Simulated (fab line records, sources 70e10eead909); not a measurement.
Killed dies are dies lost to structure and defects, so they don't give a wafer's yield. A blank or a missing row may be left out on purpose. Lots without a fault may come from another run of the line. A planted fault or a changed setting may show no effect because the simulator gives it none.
One fault seen from 2 desks | flow nand_harc | each desk has only its own numbers; what lay behind them comes last

THE METROLOGY DESK
What the gauges read, lot by lot, whatever tool the lot ran on: means of the sampled wafers that have a number. A lot is out of limits, marked OUT, if its mean lies more than 4 standard deviations from the usual mean; the brackets give that distance.
Columns: A = cd_nm at NHARC_A_BONDPAD_CD_MEAS_09, usual 501.4 nm; B = overlay_x_nm at NHARC_A_BONDPAD_OVL_MEAS_35, usual 2 nm; C = overlay_y_nm at NHARC_A_BONDPAD_OVL_MEAS_35, usual 1 nm
lot  | first seen here | A                | B  | C
L551 | day 23 22:56    | 501.5            | -8 | 1
L553 | day 24 05:50    | 496.9            | -5 | -8
L554 | day 24 12:51    | 502.5            | 8  | 8
L555 | day 25 10:36    | 502.4            | 15 | 1
L556 | day 26 11:19    | 502.5            | 11 | -0
L558 | day 28 02:35    | 515.1 (+4.9) OUT | 3  | 5
L562 | day 28 11:11    | 511.7            | -2 | 2
L563 | day 28 19:41    | 512.0            | 1  | -7
L565 | day 30 05:41    | 514.7 (+4.8) OUT | 4  | 10
L566 | day 30 16:05    | 503.7            | 3  | 4
L568 | day 31 09:22    | 502.2            | 8  | 2
L570 | day 31 14:38    | 500.1            | -5 | 1
L572 | day 32 16:58    | 500.7            | 5  | -3
This desk's finding: out of limits on L558, L565; first on L558, day 28 02:35 (cd_nm at NHARC_A_BONDPAD_CD_MEAS_09). In limits: L551, L553, L554, L555, L556, L562, L563, L566, L568, L570, L572.

THE TOOL OWNER'S DESK: krf_scanner-02
The tool's own readings at NHARC_A_BONDPAD_EXPOSE_06 (exposes mask A BPAD): means of the sampled wafers that have a number, for each lot that ran on this tool. A lot is out of limits, marked OUT, if its mean lies more than 4 standard deviations from the usual mean; the brackets give that distance.
Columns: A = exposure_dose_mJ_cm2 at NHARC_A_BONDPAD_EXPOSE_06, usual 36.94; B = focus_offset_nm at NHARC_A_BONDPAD_EXPOSE_06, usual 0.0 nm
lot  | first seen here | A                       | B
L551 | day 23 22:47    | 36.92                   | 0.0
L554 | day 24 12:42    | 36.94                   | -0.7
L558 | day 28 02:26    | 54.04 (+99 or more) OUT | -0.2
L562 | day 28 11:02    | 50.61 (+99 or more) OUT | 0.4
L563 | day 28 19:32    | 50.40 (+99 or more) OUT | -0.1
L565 | day 30 05:32    | 50.44 (+99 or more) OUT | 0.2
This desk's finding: out of limits on L558, L562, L563, L565; first on L558, day 28 02:26 (exposure_dose_mJ_cm2 at NHARC_A_BONDPAD_EXPOSE_06). In limits: L551, L554.

PUT TOGETHER
The tool owner's desk could have raised an alarm at day 28 02:26, on L558, L562, L563, L565.
The metrology desk could have raised an alarm at day 28 02:35, on L558, L565.
The metrology desk has L562, L563 on record, within its limits.
Of the lots named, all ran NHARC_A_BONDPAD_EXPOSE_06 on krf_scanner-02.

WHAT THE SIMULATOR HAD PUT IN
Process parameter drift: krf_scanner-02, from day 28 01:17 on, at NHARC_A_BONDPAD_EXPOSE_06. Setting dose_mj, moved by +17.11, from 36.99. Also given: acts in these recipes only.
Lots struck among those shown: L558, L562, L563, L565.
Hours from the fault's start to each desk's first reading out of limits: the tool owner's desk, 1; the metrology desk, 1.
